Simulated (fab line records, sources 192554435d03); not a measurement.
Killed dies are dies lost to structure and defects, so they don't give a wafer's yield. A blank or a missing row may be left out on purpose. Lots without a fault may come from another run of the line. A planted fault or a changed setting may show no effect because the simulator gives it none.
One fault seen from 2 desks | flow n5_finfet | each desk has only its own numbers; what lay behind them comes last

THE METROLOGY DESK
What the gauges read, lot by lot, whatever tool the lot ran on: means of the sampled wafers that have a number. A lot is out of limits, marked OUT, if its mean lies more than 4 standard deviations from the usual mean; the brackets give that distance. Of its 11 readings 7 are shown: those that lie furthest out on some lot.
Columns: A = DIBL_P at N5_BEOL_M4_RC_MEAS_101, usual 36.0 mV/V; B = IOFF_P at N5_BEOL_M4_RC_MEAS_101, usual 0.21 nA/um; C = ION_N at N5_BEOL_M4_RC_MEAS_101, usual 678 uA/um; D = SS_N at N5_BEOL_M4_RC_MEAS_101, usual 71.5 mV/dec; E = VT_N at N5_BEOL_M4_RC_MEAS_101, usual 249 mV; F = VT_P at N5_BEOL_M4_RC_MEAS_101, usual -250 mV; G = cd_nm at N5_BEOL_M7_CD_MEAS_35, usual 40.4 nm
lot  | first seen here | A    | B    | C   | D    | E   | F    | G
L947 | day 8 10:04     | 32.7 | 0.16 | 675 | 71.0 | 249 | -254 | 40.2
L949 | day 9 01:20     | 35.0 | 0.16 | 660 | 70.7 | 255 | -257 | 40.1
L950 | day 9 03:22     | 35.8 | 0.19 | 677 | 71.5 | 248 | -253 | 40.7
L954 | day 10 03:59    | 37.6 | 0.23 | 669 | 71.8 | 249 | -247 | 39.3
L955 | day 10 10:39    | 35.2 | 0.17 | 669 | 71.2 | 250 | -252 | 39.8
L963 | day 12 08:00    | 32.9 | 0.16 | 670 | 70.8 | 251 | -252 | 40.9
L964 | day 12 17:44    | 34.3 | 0.17 | 661 | 71.4 | 254 | -252 | 40.6
L967 | day 13 22:55    | 36.1 | 0.23 | 679 | 72.1 | 251 | -249 | 40.7
L968 | day 14 02:04    | 35.2 | 0.20 | 686 | 71.6 | 249 | -252 | 40.6
This desk's finding: nothing out of limits on any of the 9 lots.

THE TOOL OWNER'S DESK: pvd_sputter-01
The tool's own readings at N5_BEOL_M7_SPUTTER_48 (material Cu, target thk 10 nm, time 1.667 s): means of the sampled wafers that have a number, for each lot that ran on this tool. A lot is out of limits, marked OUT, if its mean lies more than 4 standard deviations from the usual mean; the brackets give that distance.
Columns: A = bias_v at N5_BEOL_M7_SPUTTER_48, usual 60.0 V; B = cathode_dc_power_W at N5_BEOL_M7_SPUTTER_48, usual 26000 W; C = throttle_valve_pct at N5_BEOL_M7_SPUTTER_48, usual 30.2 %
lot  | first seen here | A    | B     | C
L947 | day 9 14:47     | 59.9 | 26002 | 30.3
L950 | day 10 03:38    | 60.0 | 26002 | 29.4
L968 | day 15 12:51    | 59.1 | 25997 | 30.2
This desk's finding: nothing out of limits on any of the 3 lots.

PUT TOGETHER
The metrology desk saw nothing out of limits.
The tool owner's desk saw nothing out of limits.

WHAT THE SIMULATOR HAD PUT IN
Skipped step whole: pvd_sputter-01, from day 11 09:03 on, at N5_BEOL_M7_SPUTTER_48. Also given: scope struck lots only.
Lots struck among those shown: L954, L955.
